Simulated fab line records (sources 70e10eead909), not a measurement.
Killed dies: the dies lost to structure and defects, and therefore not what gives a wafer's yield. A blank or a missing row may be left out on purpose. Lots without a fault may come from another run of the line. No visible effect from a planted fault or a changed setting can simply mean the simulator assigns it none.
Comparing a struck lot with a sound one    flow nandHarc    13 out of 1302 route steps
Sound: the wafers L399.2, L399.5, L399.6. Struck: wafer L401.5. (L401.2 of the same lot was not struck and is left out.) The cause comes at the end.
At each step with rows: each side's tool, then ch and its chambers, then its first start. Under that, the readings that differ: sound wafers    struck wafers    difference of the means    sigmas: that difference in standard deviations of wafers without a fault.
alike: words and numbers the same on both sides, and readings whose means are apart by under 2 such deviations; not compared: readings that were withheld, readings missing a value for some wafer, numbers with overlapping values and no deviation given by the record, and bounds like >300 which may hide the same value.
Wherever a step has rows on one side only, a row that says differs or no value, or a row with sigmas, the two part there. Numbers that don't overlap but have no deviation are shown without sigmas and don't part them. A reading missing from all wafers of one side parts the sides only when that side holds two or more wafers.

NHARC_A_SLIT_ETCH_29: etches the open film in CF4/O2, target depth 100 nm, overetch 10 nm, time 55 s.
  sound on rieDiel-03 ch 0,3, day 23 23:57; struck on rieDiel-09 ch 0, day 25 05:19
  alike: drypumpMotorCurrentA, oesProductAu, rfVppV, showerheadPlenumPTorr, throttleValvePct
  not compared: rfHoursCounterH
NHARC_A_SLIT_STRIP_18: strips in O2.
  sound: rieDiel-03 ch 0,3; struck: rieDiel-09 ch 2
  alike: drypumpMotorCurrentA, oesProductAu, rfVppV, showerheadPlenumPTorr, throttleValvePct
  not compared: rfHoursCounterH
then, 2 steps without rows for these wafers: NHARC_A_SLIT_PRECLEAN_19 (cleans in SC1); NHARC_A_SLIT_SRD_20.
NHARC_A_SLIT_CD_MEAS_21:
  struck on cdSem-03, day 25 05:51; sound on cdSem-02, day 24 00:29
reading    sound              struck  difference  sigmas
cdNm (nm)  290.8 290.7 291.3  288.0   -2.9        -3
then, 3 steps without rows for these wafers: NHARC_A_SIN_REMOVE_WET_00 (chemistry H3PO4, time 15300 s); NHARC_A_SIN_REMOVE_PRECLEAN_01 (cleans in SC1); NHARC_A_SIN_REMOVE_SRD_02.
NHARC_A_SIN_REMOVE_INSPECT_04:
  struck on defectInspect-02, day 25 12:28; sound on defectInspect-02, day 24 07:09
  alike: rawDefectCount
NHARC_A_WL_FILL_ALD_00: deposits Al2O3, target thk 3 nm, pulse time 3 s, ald cycles 30.
  sound on aldHk-01 ch 1,2,3, day 24 07:16; struck on aldHk-01 ch 1, day 25 12:34
  alike: heaterPowerW, precursorPulseHeightRel
  not compared: aldCycles
NHARC_A_WL_FILL_RTA_01: time 5 s.
  sound on rtpAnneal-01 ch 0, day 24 07:43; struck on rtpAnneal-01 ch 0, day 25 12:50
  alike: lampPowerPct, wafer_temp_C_max
NHARC_A_WL_FILL_ALD_02: deposits TiN, target thk 2 nm, pulse time 3 s, ald cycles 100.
  sound on aldMetal-01 ch 0,3, day 24 07:57; struck on aldMetal-04 ch 2, day 25 13:04
reading    sound        struck  difference  sigmas
aldCycles  100 100 100  82      -18         
  alike: heaterPowerW, precursorPulseHeightRel
next, for these wafers, 1 step has no rows: NHARC_END_SORT_01.

WHERE THEY PART
Only at NHARC_A_SLIT_CD_MEAS_21, within this record. Later steps at which nothing parts them and some readings are alike: NHARC_A_SIN_REMOVE_INSPECT_04, NHARC_A_WL_FILL_ALD_00, NHARC_A_WL_FILL_RTA_01, NHARC_A_WL_FILL_ALD_02.

WHY: whatever the simulator had introduced
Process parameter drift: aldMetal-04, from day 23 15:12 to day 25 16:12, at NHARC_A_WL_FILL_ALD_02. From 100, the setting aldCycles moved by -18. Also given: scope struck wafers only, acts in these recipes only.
